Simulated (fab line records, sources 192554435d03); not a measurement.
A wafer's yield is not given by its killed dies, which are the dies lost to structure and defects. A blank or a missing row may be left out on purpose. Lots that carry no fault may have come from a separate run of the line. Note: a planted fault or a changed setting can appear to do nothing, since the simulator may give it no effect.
fab line records    flow n5Finfet
[record] lots = 5  wafers = 15  lastDay = 16
route steps=1938 shown BEOL_M4@1025
lots that met no fault: taken from a fault-free run of the same line
startH: hours from the record's opening day to when the first of the lot's shown wafers began    waitH: hours elapsed since this lot's preceding step    " repeats the value in the row above    L1.1+2: one row covering several wafers at once    - no value present, or no start provided    * or withheld: withheld    < > ~ a bound
route shown NAME@n: a module of which the file shows steps, and the number in the route of the first    usual: mean/standard deviation taken from wafers without a fault    same: alike in all rows    chamber/n: place in a boat    sites: the reading at each site    _std_site: the values' standard deviation    _edge_site: outer sites' mean less inner sites'    radiusMm: how far each site lies from the wafer's centre    mask NAME#n: copy n    behind: the tool/chamber that last shaped the wafer    hold: why the lot was held/for how many hours/how that ended    device: which transistor (n, p or np) failed to switch    end of line: the same wafers' tests at the end of the route    a step without rows: its recipe alone    killed: count of dies lost to structure and defects at first sort (not the wafer's yield)    map: the dies of a wafer, with x for killed, . for not killed, _ for no die there
set.NAME: the setting as run; set.NAME@STEP: as run at that earlier step    model.NAME: the simulator's own value behind a step, which no gauge read
certain route steps with their lots: each step a table, each wafer a row
services: a tool's chamber out of use, with start hour (startH, from the record's first day; less than 0 if before it), hours out, and reason
[[steps]]
[step N5_BEOL_M4_COAT_61]
[recipe] resist = SOC  tempC = 250  timeS = 60  spinRpm = 1500  resistThkNm = 60
lot.wafer   tool           chamber  startH  waitH
L076.2+5+6  lithoTrack-03  0        174.21  0.1
L079.2+3+5  lithoTrack-04  0        182.58  0.1
L080.2+4+6  lithoTrack-03  0        193.98  0.1
L089.1+4+6  lithoTrack-01  0        255.24  0.1
L092.1+4+6  lithoTrack-01  0        270.03  0.1
[step N5_BEOL_M4_COAT_62]
[recipe] resist = SiARC  tempC = 220  timeS = 60  spinRpm = 1500  resistThkNm = 12
lot.wafer   tool           chamber  startH  waitH
L076.2+5+6  lithoTrack-03  0        -       -
L079.2+3+5  lithoTrack-04  0        -       -
L080.2+4+6  lithoTrack-03  0        -       -
L089.1+4+6  lithoTrack-01  0        -       -
L092.1+4+6  lithoTrack-01  0        -       -
[step N5_BEOL_M4_COAT_73]
[recipe] resist = underlayer  tempC = 205  timeS = 60  spinRpm = 1500  resistThkNm = 5
lot.wafer   tool           chamber  startH  waitH
L076.2+5+6  lithoTrack-03  0        -       -
L079.2+3+5  lithoTrack-04  0        -       -
L080.2+4+6  lithoTrack-03  0        -       -
L089.1+4+6  lithoTrack-01  0        -       -
L092.1+4+6  lithoTrack-01  0        -       -
[step N5_BEOL_M4_COAT_05]
[recipe] resist = CAR-EUV  spinRpm = 1500  resistThkNm = 30
lot.wafer   tool           chamber  startH  waitH
L076.2+5+6  lithoTrack-03  0        -       -
L079.2+3+5  lithoTrack-04  0        -       -
L080.2+4+6  lithoTrack-03  0        -       -
L089.1+4+6  lithoTrack-01  0        -       -
L092.1+4+6  lithoTrack-01  0        -       -
[step N5_BEOL_M4_EBR_07]
[recipe] solvent = PGMEA  ebrWidthMm = 1.5
[same] ebrWidthMm = 1.5
lot.wafer   tool           chamber  startH  waitH
L076.2+5+6  lithoTrack-03  0        -       -
L079.2+3+5  lithoTrack-04  0        -       -
L080.2+4+6  lithoTrack-03  0        -       -
L089.1+4+6  lithoTrack-01  0        -       -
L092.1+4+6  lithoTrack-01  0        -       -
[step N5_BEOL_M4_SOFTBAKE_06]
[recipe] tempC = 110  timeS = 60  resist = CAR-EUV
lot.wafer   tool           chamber  startH  waitH
L076.2+5+6  lithoTrack-03  0        -       -
L079.2+3+5  lithoTrack-04  0        -       -
L080.2+4+6  lithoTrack-03  0        -       -
L089.1+4+6  lithoTrack-01  0        -       -
L092.1+4+6  lithoTrack-01  0        -       -
[step N5_BEOL_M4_EXPOSE_08]
[recipe] maskId = M4  na = 0.33  sourceShape = dipole  sigmaInner = 0.369  sigmaOuter = 0.767  polarization = unpolarized  doseMj = 41.25
[usual] reticleTempC = 23.00/0.12
[same] dipoleOpeningDeg = 79.7
lot.wafer  tool           chamber  startH  waitH  mask  reticleTempC
L076.2     euvScanner-01  0        174.48  -      M4#0  23.03
L076.5     "              0        "       "      M4#0  23.08
L076.6     "              0        "       "      M4#0  23.18
L079.2     euvScanner-02  0        182.85  -      M4#0  22.73
L079.3     "              0        "       "      M4#0  22.76
L079.5     "              0        "       "      M4#0  22.86
L080.2     euvScanner-02  0        194.25  -      M4#0  22.87
L080.4     "              0        "       "      M4#0  22.88
L080.6     "              0        "       "      M4#0  22.86
L089.1     euvScanner-01  0        255.38  -      M4#0  22.99
L089.4     "              0        "       "      M4#0  22.93
L089.6     "              0        "       "      M4#0  23.07
L092.1     euvScanner-01  0        270.18  -      M4#0  22.97
L092.4     "              0        "       "      M4#0  23.04
L092.6     "              0        "       "      M4#0  22.97
[step N5_BEOL_M4_PEB_09]
[recipe] pebTempC = 100  pebTimeS = 60  resist = CAR-EUV
[same] pebTimeS = 60
lot.wafer   tool           chamber  startH  waitH
L076.2+5+6  lithoTrack-01  0        174.54  0.1
L079.2+3+5  lithoTrack-03  0        182.91  0.1
L080.2+4+6  lithoTrack-03  0        194.31  0.1
L089.1+4+6  lithoTrack-03  0        255.44  0.1
L092.1+4+6  lithoTrack-03  0        270.25  0.1
[step N5_BEOL_M4_DEVELOP_10]
[recipe] developTimeS = 30  developer = TMAH  resist = CAR-EUV  rinseLiquid = surfactantRinse  dry = airSpin  devTempC = 23
lot.wafer   tool           chamber  startH  waitH
L076.2+5+6  lithoTrack-01  0        -       -
L079.2+3+5  lithoTrack-03  0        -       -
L080.2+4+6  lithoTrack-03  0        -       -
L089.1+4+6  lithoTrack-03  0        -       -
L092.1+4+6  lithoTrack-03  0        -       -
[step N5_BEOL_M4_CD_MEAS_11]
[recipe] targetCdNm = 16.79  landingEnergyEv = 500  detector = seInlens  polarity = opening
[usual] cdNm = 16.81/0.24
lot.wafer  tool      chamber  startH  waitH  cdNm
L076.2     cdSem-02  0        174.60  -      17.16
L076.5     "         0        "       "      17.45
L076.6     "         0        "       "      16.86
L079.2     cdSem-03  0        182.98  -      17.01
L079.3     "         0        "       "      17.02
L079.5     "         0        "       "      16.83
L080.2     cdSem-02  0        194.37  -      17.06
L080.4     "         0        "       "      16.89
L080.6     "         0        "       "      16.96
L089.1     cdSem-01  0        255.51  -      16.38
L089.4     "         0        "       "      16.39
L089.6     "         0        "       "      16.93
L092.1     cdSem-02  0        270.32  -      16.40
L092.4     "         0        "       "      16.66
L092.6     "         0        "       "      16.69
[step N5_BEOL_M4_OVL_MEAS_12]
[recipe] pointsPerWafer = 522
[usual] M4_OVL = 0.2/0.73
[same] pointsPerWafer = 522
lot.wafer  tool        chamber  startH  waitH  M4_OVL[nm]
L076.2     overlay-02  0        174.64  0.0    0.1
L076.5     "           0        "       "      -0.1
L076.6     "           0        "       "      0.4
L079.2     overlay-01  0        183.01  0.0    0.3
L079.3     "           0        "       "      -0.6
L079.5     "           0        "       "      -0.7
L080.2     overlay-01  0        194.41  0.0    -0.6
L080.4     "           0        "       "      0.7
L080.6     "           0        "       "      -0.4
L089.1     overlay-02  0        255.54  0.0    -0.6
L089.4     "           0        "       "      -1.6
L089.6     "           0        "       "      0.0
L092.1     overlay-01  0        270.35  0.0    0.2
L092.4     "           0        "       "      0.0
L092.6     "           0        "       "      0.0
[step N5_BEOL_M4_INSPECT_13]
[recipe] mode = adi  inspectInstrument = brightfield
[usual] rawDefectCount = 409/100
lot.wafer  tool              chamber  startH  waitH  rawDefectCount
L076.2     defectInspect-02  -        174.69  0.0    466
L076.5     "                 -        "       "      315
L076.6     "                 -        "       "      421
L079.2     defectInspect-01  -        183.07  0.0    327
L079.3     "                 -        "       "      404
L079.5     "                 -        "       "      490
L080.2     defectInspect-01  -        194.46  0.0    380
L080.4     "                 -        "       "      471
L080.6     "                 -        "       "      386
L089.1     defectInspect-02  -        255.60  0.1    338
L089.4     "                 -        "       "      450
L089.6     "                 -        "       "      234
L092.1     defectInspect-01  -        270.40  0.1    453
L092.4     "                 -        "       "      484
L092.6     "                 -        "       "      420
[step N5_BEOL_M4_DESCUM_16]
[recipe] chemistry = O2  timeS = 7  sourcePowerW = 50  biasPowerW = 20  pressureMtorr = 20  rfFrequencyHz = 2.712e+07  tempC = 40  resist = CAR-EUV  o2FlowSccm = 225
[usual] drypumpMotorCurrentA = 5.7/0.48  oesProductAu = 0.79/0.099  rfVppV = 243.7/1.5  showerheadPlenumPTorr = 2.12/0.079  throttleValvePct = 20.42/0.27
lot.wafer  tool        chamber  startH  waitH  drypumpMotorCurrentA  oesProductAu  rfHoursCounterH  rfVppV  showerheadPlenumPTorr  throttleValvePct
L076.2     rieDiel-05  3        174.72  0.0    4.8                   0.69          196              243.8   2.16                   20.41
L076.5     "           3        "       "      4.8                   0.70          -                244.4   2.15                   20.40
L076.6     "           0        "       "      5.9                   0.92          -                242.2   2.04                   20.00
L079.2     rieDiel-06  3        183.10  0.0    5.7                   0.89          37               246.3   2.21                   20.22
L079.3     "           1        "       "      5.9                   1.02          0                245.5   2.22                   20.53
L079.5     "           1        "       "      5.9                   1.03          -                244.3   2.22                   20.53
L080.2     rieDiel-05  0        194.85  0.4    5.9                   0.90          31               242.3   2.04                   20.03
L080.4     "           2        "       "      5.5                   0.92          16               245.0   2.23                   20.24
L080.6     "           2        "       "      5.5                   0.92          -                244.1   2.23                   20.27
L089.1     rieDiel-02  2        255.63  0.0    5.9                   0.70          221              243.3   2.16                   20.45
L089.4     "           0        "       "      6.4                   0.71          202              242.1   2.08                   20.27
L089.6     "           3        "       "      5.8                   0.96          -                242.4   2.05                   20.11
L092.1     rieDiel-05  3        270.50  0.1    4.9                   0.67          229              243.0   2.14                   20.43
L092.4     "           0        "       "      5.9                   0.86          -                241.7   2.03                   20.05
L092.6     "           3        "       "      4.9                   0.67          -                243.8   2.14                   20.44
[step N5_BEOL_M4_ETCH_74]
[recipe] chemistry = N2/H2  target = underlayer  targetDepthA = 65  maskMaterial = CAR-EUV  timeS = 5.2  ionEnergyEv = 200  pressureMtorr = 30  sourceW = 840  biasW = 150  n2FlowSccm = 200  h2FlowSccm = 200  ends = cleared
[usual] drypumpMotorCurrentA = 5.8/0.48  etchRfOnTimeS = 5.21/0.092  h2FlowSccm = 199.9/0.58  oesProductAu = 0.68/0.082  rfVppV = 524.7/3  showerheadPlenumPTorr = 2.58/0.1  throttleValvePct = 17.88/0.28
lot.wafer  tool        chamber  startH  waitH  drypumpMotorCurrentA  etchRfOnTimeS  h2FlowSccm  oesProductAu  rfHoursCounterH  rfVppV  showerheadPlenumPTorr  throttleValvePct
L076.2     rieDiel-05  3        174.76  0.0    4.9                   5.31           200.6       0.60          196              526.6   2.64                   17.94
L076.5     "           3        "       "      4.9                   5.28           200.2       0.59          -                525.3   2.64                   17.96
L076.6     "           0        "       "      5.9                   5.11           199.9       0.80          -                522.4   2.48                   17.48
L079.2     rieDiel-06  3        183.13  0.0    5.8                   5.05           200.5       0.76          37               527.7   2.70                   17.73
L079.3     "           1        "       "      5.9                   5.07           199.4       0.88          0                529.3   2.72                   18.13
L079.5     "           1        "       "      5.9                   5.04           199.5       0.87          -                528.4   2.72                   18.12
L080.2     rieDiel-05  0        194.89  0.0    5.9                   5.16           199.8       0.78          31               522.5   2.48                   17.52
L080.4     "           2        "       "      5.5                   5.34           200.2       0.75          16               529.7   2.71                   17.61
L080.6     "           2        "       "      5.5                   5.34           200.9       0.76          -                529.5   2.71                   17.63
L089.1     rieDiel-02  2        255.66  0.0    5.9                   5.33           199.8       0.60          221              526.8   2.62                   17.88
L089.4     "           0        "       "      6.4                   5.17           199.8       0.62          202              525.3   2.52                   17.69
L089.6     "           3        "       "      5.8                   5.31           201.1       0.81          -                521.9   2.50                   17.56
L092.1     rieDiel-05  3        270.54  0.0    4.8                   5.32           200.0       0.57          229              524.8   2.63                   18.01
L092.4     "           0        "       "      5.9                   5.06           200.4       0.74          -                523.1   2.47                   17.56
L092.6     "           3        "       "      4.9                   5.30           199.8       0.58          -                523.8   2.63                   18.00
[step N5_BEOL_M4_ETCH_63]
[recipe] chemistry = CF4  target = SiARC  targetDepthA = 156  maskMaterial = CAR-EUV  timeS = 26  ionEnergyEv = 80  pressureMtorr = 40  sourceW = 545  biasW = 36  Ar_flow_sccm = 100  cf4FlowSccm = 100  ends = cleared
[usual] drypumpMotorCurrentA = 5.7/0.48  etchRfOnTimeS = 26.0/0.41  oesProductAu = 0.68/0.083  rfVppV = 184.4/1.3  showerheadPlenumPTorr = 2.17/0.08  throttleValvePct = 15.60/0.26
lot.wafer  tool        chamber  startH  waitH  drypumpMotorCurrentA  etchRfOnTimeS  oesProductAu  rfHoursCounterH  rfVppV  showerheadPlenumPTorr  throttleValvePct
L076.2     rieDiel-05  3        174.78  0.0    4.8                   26.8           0.60          196              186.1   2.21                   15.73
L076.5     "           3        "       "      4.8                   26.8           0.60          -                184.8   2.21                   15.72
L076.6     "           0        "       "      5.9                   25.7           0.79          -                183.8   2.10                   15.18
L079.2     rieDiel-06  3        183.15  0.0    5.7                   25.5           0.75          37               184.1   2.27                   15.39
L079.3     "           1        "       "      5.9                   25.4           0.88          0                185.0   2.28                   15.67
L079.5     "           1        "       "      5.9                   25.4           0.89          -                185.8   2.28                   15.68
L080.2     rieDiel-05  0        194.90  0.0    5.9                   25.5           0.78          31               184.8   2.09                   15.20
L080.4     "           2        "       "      5.5                   26.4           0.76          16               185.8   2.28                   15.42
L080.6     "           2        "       "      5.6                   26.4           0.76          -                185.0   2.28                   15.42
L089.1     rieDiel-02  2        255.68  0.0    5.9                   26.1           0.61          221              184.5   2.20                   15.60
L089.4     "           0        "       "      6.4                   25.7           0.62          202              183.1   2.12                   15.48
L089.6     "           3        "       "      5.7                   26.0           0.81          -                183.5   2.10                   15.25
L092.1     rieDiel-05  3        270.56  0.0    4.8                   26.4           0.57          229              183.7   2.20                   15.77
L092.4     "           0        "       "      5.9                   25.3           0.74          -                184.5   2.09                   15.26
L092.6     "           3        "       "      4.8                   26.5           0.58          -                185.5   2.20                   15.77
[step N5_BEOL_M4_ETCH_64]
[recipe] chemistry = N2/H2  target = SOC  targetDepthA = 750  overetchA = 225  maskMaterial = SiARC  tempC = 40  timeS = 121.9  ionEnergyEv = 200  pressureMtorr = 30  sourceW = 840  biasW = 150  n2FlowSccm = 200  h2FlowSccm = 200
[usual] drypumpMotorCurrentA = 5.8/0.48  h2FlowSccm = 200.1/0.63  oesProductAu = 0.60/0.07  rfVppV = 524.8/2.7  showerheadPlenumPTorr = 2.58/0.1  throttleValvePct = 17.84/0.28
lot.wafer  tool        chamber  startH  waitH  drypumpMotorCurrentA  h2FlowSccm  oesProductAu  rfHoursCounterH  rfVppV  showerheadPlenumPTorr  throttleValvePct
L076.2     rieDiel-05  3        174.80  0.0    4.9                   200.0       0.54          196              525.7   2.64                   17.91
L076.5     "           3        "       "      4.9                   199.2       0.54          -                525.5   2.64                   17.91
L076.6     "           0        "       "      5.9                   198.9       0.69          -                521.5   2.48                   17.45
L079.2     rieDiel-06  3        183.18  0.0    5.8                   198.6       0.66          37               528.8   2.70                   17.67
L079.3     "           1        "       "      5.9                   199.4       0.77          0                526.8   2.72                   18.09
L079.5     "           1        "       "      5.9                   200.0       0.77          -                528.8   2.72                   18.09
L080.2     rieDiel-05  0        194.93  0.0    5.9                   200.6       0.68          31               521.7   2.48                   17.46
L080.4     "           2        "       "      5.5                   199.4       0.68          16               528.7   2.71                   17.57
L080.6     "           2        "       "      5.5                   200.0       0.68          -                529.1   2.71                   17.58
L089.1     rieDiel-02  2        255.71  0.0    5.9                   199.3       0.54          221              525.2   2.62                   17.85
L089.4     "           0        "       "      6.4                   200.3       0.55          202              523.0   2.52                   17.61
L089.6     "           3        "       "      5.8                   200.8       0.73          -                522.7   2.50                   17.50
L092.1     rieDiel-05  3        270.58  0.0    4.8                   199.8       0.52          229              526.4   2.63                   17.97
L092.4     "           0        "       "      5.9                   199.6       0.64          -                522.4   2.47                   17.52
L092.6     "           3        "       "      4.9                   199.9       0.52          -                528.0   2.63                   17.97
[step N5_BEOL_M4_STRIP_65]
[recipe] chemistry = N2/H2  tempC = 40  n2FlowSccm = 200  h2FlowSccm = 200  rfFrequencyHz = 6e+07
lot.wafer   tool        chamber  startH  waitH
L076.2+5+6  rieDiel-05  3,3,0    174.92  0.1
L079.2+3+5  rieDiel-06  3,1,1    183.29  0.1
L080.2+4+6  rieDiel-05  0,2,2    195.05  0.1
L089.1+4+6  rieDiel-02  2,0,3    255.82  0.1
L092.1+4+6  rieDiel-05  3,0,3    270.70  0.1
[step N5_BEOL_M4_STRIP_75]
[recipe] chemistry = N2/H2  tempC = 40  n2FlowSccm = 200  h2FlowSccm = 200  rfFrequencyHz = 6e+07
lot.wafer   tool        chamber  startH  waitH
L076.2+5+6  rieDiel-05  3,3,0    174.93  0.0
L079.2+3+5  rieDiel-06  3,1,1    183.30  0.0
L080.2+4+6  rieDiel-05  0,2,2    195.06  0.0
L089.1+4+6  rieDiel-02  2,0,3    255.83  0.0
L092.1+4+6  rieDiel-05  3,0,3    270.71  0.0
[[services]]
tool           chamber  startH  hours  kind
rieDiel-06     1        170.03  -      clean
rieDiel-06     1        170.03  -      consumableReplace:focusRing
rieDiel-06     1        170.03  -      consumableReplace:showerhead
rieDiel-06     1        170.03  12.2   scheduledDown
rieDiel-06     1        170.03  12.2   ventCycle
euvScanner-01  -        183.56  1.0    pm
rieDiel-06     0        200.31  15.8   repair
euvScanner-02  -        200.35  1.0    pm
euvScanner-01  -        211.95  6.2    pm
rieDiel-02     3        221.54  -      clean
rieDiel-02     3        221.54  -      consumableReplace:focusRing
euvScanner-01  -        239.71  1.0    pm
euvScanner-02  -        244.92  4.6    pm
rieDiel-06     0        247.37  -      clean
rieDiel-06     0        247.37  -      consumableReplace:focusRing
rieDiel-06     0        247.37  23.0   scheduledDown
rieDiel-06     0        247.37  23.0   ventCycle
euvScanner-01  0        249.88  -      calibration
euvScanner-02  -        256.50  1.0    pm
[[key]]
fault none
